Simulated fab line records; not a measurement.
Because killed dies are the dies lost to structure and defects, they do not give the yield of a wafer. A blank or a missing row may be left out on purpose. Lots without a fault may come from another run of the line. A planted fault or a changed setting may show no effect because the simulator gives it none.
Matching of chambers || flow nand harc || 4 sister chambers for NHARC_P_M2_DESCUM_14 on rie diel-05
The step chemistry O2, time 3 s. 8 wafers are shown with their chamber, then 7 later ones without.

EACH WAFER AND ITS CHAMBER
{"wafer": "L089.1", "chamber": 1, "drypump motor current A (A)": 5.9, "throttle valve pct (%)": 11.329}
{"wafer": "L089.2", "chamber": 3, "drypump motor current A (A)": 5.1, "throttle valve pct (%)": 11.320}
{"wafer": "L089.3", "chamber": 2, "drypump motor current A (A)": 6.0, "throttle valve pct (%)": 11.297}
{"wafer": "L091.3", "chamber": 0, "drypump motor current A (A)": 5.5, "throttle valve pct (%)": 11.321}
{"wafer": "L091.4", "chamber": 1, "drypump motor current A (A)": 5.9, "throttle valve pct (%)": 11.318}
{"wafer": "L091.6", "chamber": 3, "drypump motor current A (A)": 5.0, "throttle valve pct (%)": 11.311}
{"wafer": "L093.3", "chamber": 2, "drypump motor current A (A)": 6.0, "throttle valve pct (%)": 11.323}
{"wafer": "L093.5", "chamber": 0, "drypump motor current A (A)": 5.5, "throttle valve pct (%)": 11.296}

WAFERS WHOSE CHAMBER IS MISSING
{"wafer": "L093.6", "drypump motor current A (A)": 5.1, "throttle valve pct (%)": 11.303}
{"wafer": "L094.4", "drypump motor current A (A)": 5.4, "throttle valve pct (%)": 11.308}
{"wafer": "L094.5", "drypump motor current A (A)": 6.0, "throttle valve pct (%)": 11.318}
{"wafer": "L094.6", "drypump motor current A (A)": 5.0, "throttle valve pct (%)": 11.307}
{"wafer": "L095.1", "drypump motor current A (A)": 5.0, "throttle valve pct (%)": 11.304}
{"wafer": "L095.2", "drypump motor current A (A)": 6.0, "throttle valve pct (%)": 11.316}
{"wafer": "L095.5", "drypump motor current A (A)": 5.0, "throttle valve pct (%)": 11.316}

WHICH CHAMBER EACH ONE RAN IN
{"wafer": "L093.6", "from the rows above": 3, "in truth": 3}
{"wafer": "L094.4", "from the rows above": 0, "in truth": 0}
{"wafer": "L094.5", "from the rows above": 2, "in truth": 2}
{"wafer": "L094.6", "from the rows above": 3, "in truth": 3}
{"wafer": "L095.1", "from the rows above": 3, "in truth": 3}
{"wafer": "L095.2", "from the rows above": 2, "in truth": 2}
{"wafer": "L095.5", "from the rows above": 3, "in truth": 3}
Placed correctly: 7 of 7. Left unplaced by these rows: 0. 0 placed wrongly.
How it was worked out, from the rows above alone: a wafer's distance from a chamber is the root of the sum, over the readings, of the square of ((its reading less the chamber's mean) divided by the reading's scatter). If the next closest chamber is less than 2 further off than the closest, the wafer can't be placed; otherwise it belongs to the closest. The mean given for a chamber averages the wafers shown for that chamber. How the scatter is found: for the shown wafers, subtract from each reading the mean of its chamber, square and add these, divide the total by (wafers less chambers), then take the root.
